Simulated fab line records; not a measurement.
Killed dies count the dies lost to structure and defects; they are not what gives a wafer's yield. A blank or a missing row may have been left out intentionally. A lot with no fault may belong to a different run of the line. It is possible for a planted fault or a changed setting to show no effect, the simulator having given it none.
Which of the tools did it? + flow n5_finfet + Sampling: 10 lots, 30 wafers, 2 of 1938 route steps

== WHAT THE GAUGES SHOWED, per wafer ==
N5_SDB_INSPECT_36: inspects for defects (darkfield).
| lot  | measured    | on                | raw_defect_count |
|------|-------------|-------------------|------------------|
| L075 | day 4 05:18 | defect_inspect-01 | 41 21 58         |
| L078 | day 4 22:52 | defect_inspect-02 | 49 31 70         |
| L081 | day 5 17:56 | defect_inspect-01 | 21 10 16         |
| L083 | day 6 04:22 | defect_inspect-02 | 25 22 39         |
| L085 | day 6 15:29 | defect_inspect-02 | 29 52 41         |
| L087 | day 7 05:20 | defect_inspect-01 | 38 24 34         |
| L090 | day 7 20:51 | defect_inspect-02 | 35 45 33         |
| L092 | day 8 14:02 | defect_inspect-02 | 28 27 46         |
| L094 | day 9 00:43 | defect_inspect-01 | 32 46 45         |
| L096 | day 9 15:32 | defect_inspect-01 | 111 28 38        |

== EACH LOT AND THE TOOL THAT RAN IT (in order: tool; ch and the chambers of the sampled wafers; start) ==
| lot  | N5_SDB_ETCH_18                    |
|------|-----------------------------------|
| L075 | rie_diel-06 ch 1,2,3, day 4 00:53 |
| L078 | rie_diel-04 ch 1,2,3, day 4 18:32 |
| L081 | rie_diel-05 ch 0,1, day 5 14:08   |
| L083 | rie_diel-06 ch 2,3, day 6 00:21   |
| L085 | rie_diel-04 ch 0,3, day 6 11:40   |
| L087 | rie_diel-04 ch 0,1,2, day 7 00:54 |
| L090 | rie_diel-06 ch 2,3, day 7 16:46   |
| L092 | rie_diel-04 ch 0,1,2, day 8 10:08 |
| L094 | rie_diel-04 ch 1,3, day 8 20:56   |
| L096 | rie_diel-04 ch 0,2, day 9 11:05   |
- N5_SDB_ETCH_18: etches SOC in N2/H2, target depth 100 nm, overetch 20 nm, time 150 s.

== THE ANSWER, worked out from the rows above alone ==
Rule: usual is defined by the lots themselves. Put in order of their means at a reading, lots are off if they are a third of the lots or fewer, leave a main group of 4 or more, and stand apart from it by a gap of 3 or more times the standard deviation of the main group's means; of several such gaps the widest counts. If all means in a main group match to the digits the tables above print for the reading, that group is not used. Also off: a lot with no number at a reading for which 4 or more lots have one. Where the step has rows for the other lots, those lots are counted as sound.
Nothing can be told from this: no lot is off at any reading shown.

== WHAT THE SIMULATOR HAD PUT IN ==
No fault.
